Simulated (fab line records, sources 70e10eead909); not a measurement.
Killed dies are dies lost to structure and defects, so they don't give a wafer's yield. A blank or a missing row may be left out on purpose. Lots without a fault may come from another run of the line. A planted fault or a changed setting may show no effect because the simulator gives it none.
A struck lot beside a sound one | flow nand_harc | 14 steps out of a route of 1159
Sound: wafers L502.1, L502.3, L502.5. Struck: wafers L510.1, L510.3. The cause comes at the end.
At each step with rows: each side's tool, then ch and its chambers, then its first start. Under that, the readings that differ: sound wafers | struck wafers | difference of the means | sigmas: that difference in standard deviations of wafers without a fault.
alike: readings whose means differ by less than 2 such deviations, and words and numbers that are the same on both sides. not compared: withheld readings, readings that some wafer has no value for, bounds like >300 that may hide the same value, and numbers for which the record gives no deviation and whose values overlap.
The two part at a step that has a row with sigmas, a row that says differs or no value, or rows on one side only. Numbers that don't overlap but have no deviation are shown without sigmas and don't part them. A reading that every wafer of one side lacks parts them only if that side has two wafers or more.

first, 9 steps without rows for these wafers: NHARC_A_STAIRCASE_DEHYDRATE_01 (time 120 s); NHARC_A_STAIRCASE_HMDS_02 (time 30 s); NHARC_A_STAIRCASE_COAT_03; NHARC_A_STAIRCASE_SOFTBAKE_04 (time 170 s); NHARC_A_STAIRCASE_EBR_05; NHARC_A_STAIRCASE_EXPOSE_06 (exposes mask STAIR); NHARC_A_STAIRCASE_PEB_07 (peb time 130 s); NHARC_A_STAIRCASE_DEVELOP_08 (time 140 s); NHARC_A_STAIRCASE_HARDBAKE_10 (time 140 s).
NHARC_A_STAIRCASE_DESCUM_11: chemistry O2, time 3 s.
  sound on rie_diel-02 ch 0,1,2, day 11 10:07; struck on rie_diel-13 ch 0,3, day 13 23:22
  alike: drypump_motor_current_A, oes_product_au, rf_vpp_V, showerhead_plenum_p_Torr, throttle_valve_pct
  not compared: rf_hours_counter_h
NHARC_A_STAIRCASE_TRIM_12: chemistry O2, time 211.2 s.
  sound on rie_diel-02 ch 0,1,2, day 11 10:13; struck on rie_diel-13 ch 0,1, day 13 23:26
  reading               | sound             | struck      | difference | sigmas
  oes_product_au (a.u.) | 0.992 0.997 0.997 | 1.012 1.015 | +0.018     | +2
  alike: drypump_motor_current_A, rf_vpp_V, showerhead_plenum_p_Torr, throttle_valve_pct
  not compared: rf_hours_counter_h
NHARC_A_STAIRCASE_ETCH_13: etches the open film in C4F8/O2, target depth 100 nm, time 40.5 s.
  sound on rie_diel-02 ch 0,1, day 11 10:24; struck on rie_diel-13 ch 0,3, day 14 00:06
  reading               | sound             | struck      | difference | sigmas
  oes_product_au (a.u.) | 0.929 0.944 0.940 | 1.109 1.091 | +0.162     | +12
  alike: rf_vpp_V
  not compared: rf_hours_counter_h
NHARC_A_STAIRCASE_TRIM_14: chemistry O2, time 211.2 s.
  sound on rie_diel-02 ch 1,2; struck on rie_diel-13 ch 0,3
  reading               | sound             | struck      | difference | sigmas
  oes_product_au (a.u.) | 1.007 0.993 0.991 | 1.026 1.004 | +0.018     | +2
  alike: drypump_motor_current_A, rf_vpp_V, showerhead_plenum_p_Torr, throttle_valve_pct
  not compared: rf_hours_counter_h
-- the record jumps here: 9 days lie between the struck wafers' starts before and after (it left off in module A_STAIRCASE and takes up again in module END, whose first step shown is number 1159 of the route) --
NHARC_END_SORT_01:
  the record has rows for the struck wafers here (prober-02 ch 0, day 22 15:52) and none for the sound ones

WHERE THEY PART
First at NHARC_A_STAIRCASE_TRIM_12; last, within this record, at NHARC_END_SORT_01.

WHY: what the simulator had put in
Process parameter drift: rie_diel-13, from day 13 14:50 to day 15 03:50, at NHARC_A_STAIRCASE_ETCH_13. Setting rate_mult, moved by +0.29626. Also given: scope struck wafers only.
